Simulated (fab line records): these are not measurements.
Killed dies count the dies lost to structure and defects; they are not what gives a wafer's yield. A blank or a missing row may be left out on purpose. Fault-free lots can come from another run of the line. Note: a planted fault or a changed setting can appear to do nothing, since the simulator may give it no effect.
Comparing a struck lot with a sound one | flow n5Finfet | 16 steps out of a route of 1938
Sound: the wafers L287.3, L287.5, L287.6. Struck: wafers L303.2, L303.5 (left out: L303.1, a lot-mate that was not struck); the cause follows at the end.
Order at every step that has rows: each side's tool, ch and its chambers, its first start. Under that, the readings that differ: sound wafers | struck wafers | difference of the means | sigmas: that difference in standard deviations of wafers without a fault.
alike: a reading whose means differ by less than 2 such deviations, as well as words and numbers matching on both sides. not compared: withheld readings; readings where some wafer has no value; bounds like >300 that might hide an equal value; numbers whose values overlap and for which the record gives no deviation.
A row with sigmas, a row that says differs or no value, or rows on one side alone: a step with any of these is where the two part. Non-overlapping numbers with no deviation appear without sigmas and do not part them. A reading that every wafer of one side lacks parts them only if that side has two wafers or more.

first, 7 steps without rows for these wafers: N5_BEOL_M3_COAT_76 (time 60 s, resist thk 5 nm); N5_BEOL_M3_COAT_22 (resist thk 30 nm); N5_BEOL_M3_EBR_24; N5_BEOL_M3_SOFTBAKE_23 (time 60 s); N5_BEOL_M3_EXPOSE_25 (exposes mask V2, defocus 5 nm); N5_BEOL_M3_PEB_26 (peb time 60 s); N5_BEOL_M3_DEVELOP_27 (develop time 30 s).
N5_BEOL_M3_CD_MEAS_28: target cd 25.7 nm, target cd y 23.3 nm.
  sound on cdSem-01 ch 0, day 8 00:19; struck on cdSem-01 ch 0, day 12 16:14
  alike: cdNm
N5_BEOL_M3_OVL_MEAS_29:
  sound on overlay-01 ch 0, day 8 00:21; struck on overlay-01 ch 0, day 12 16:17
reading     | sound       | struck    | difference | sigmas
V2_OVL (nm) | 1.2 1.2 1.1 | -0.8 -1.2 | -2.2       | -3
N5_BEOL_M3_INSPECT_30: inspects for defects (brightfield).
  sound on defectInspect-02, day 8 00:24; struck on defectInspect-01, day 12 16:20
  alike: rawDefectCount
N5_BEOL_M3_DESCUM_33: chemistry O2, time 7 s.
  sound on rieDiel-02 ch 1,2, day 8 00:26; struck on rieDiel-04 ch 3, day 12 16:22
reading             | sound          | struck    | difference | sigmas
oesProductAu (a.u.) | 0.69 0.68 0.74 | 0.99 0.98 | +0.28      | +3
  alike: drypumpMotorCurrentA, rfVppV, showerheadPlenumPTorr, tempC, throttleValvePct
  not compared: rfHoursCounterH
N5_BEOL_M3_ETCH_77: etches underlayer in N2/H2, target depth 6.5 nm, time 5.2 s.
  sound on rieDiel-02 ch 1,2, day 8 00:28; struck on rieDiel-04 ch 3, day 12 16:24
reading             | sound          | struck    | difference | sigmas
oesProductAu (a.u.) | 0.61 0.60 0.62 | 0.82 0.82 | +0.21      | +2
  alike: drypumpMotorCurrentA, etchRfOnTimeS, rfVppV, showerheadPlenumPTorr, throttleValvePct
  not compared: rfHoursCounterH
N5_BEOL_M3_ETCH_69: etches SiARC in CF4, target depth 15.6 nm, time 26 s.
  sound on rieDiel-02 ch 1,2, day 8 00:29; struck on rieDiel-04 ch 3, day 12 16:25
reading           | sound          | struck    | difference | sigmas
etchRfOnTimeS (s) | 25.9 25.8 25.3 | 30.8 30.8 | +5.1       | +5
  alike: drypumpMotorCurrentA, oesProductAu, rfVppV, showerheadPlenumPTorr, throttleValvePct
  not compared: rfHoursCounterH
N5_BEOL_M3_ALD_98: deposits SiO2, target thk 2.5 nm, pulse time 1 s, co reactant pulse time 1 s.
  sound on aldSin-04 ch 0,1,2, day 8 00:47; struck on aldSin-04 ch 1,2, day 12 17:57
  alike: heaterPowerW, precursorPulseHeightRel
N5_BEOL_M4_RC_MEAS_101:
  sound on prober-01 ch 0, day 9 02:13; struck on prober-01 ch 0, day 13 13:47
  alike: DIBL_N, DIBL_P, IOFF_N, IOFF_P, ION_N, ION_P, SS_N, SS_P, VT_N, VT_P
following that, these wafers have no rows for 1 step: N5_PASSIVATION_PROBE_49.

WHERE THEY PART
At N5_BEOL_M3_OVL_MEAS_29 first; at N5_BEOL_M3_ETCH_69 last (within this record only). Later steps at which nothing parts them and some readings are alike: N5_BEOL_M3_ALD_98, N5_BEOL_M4_RC_MEAS_101.

WHY: the cause the simulator had injected
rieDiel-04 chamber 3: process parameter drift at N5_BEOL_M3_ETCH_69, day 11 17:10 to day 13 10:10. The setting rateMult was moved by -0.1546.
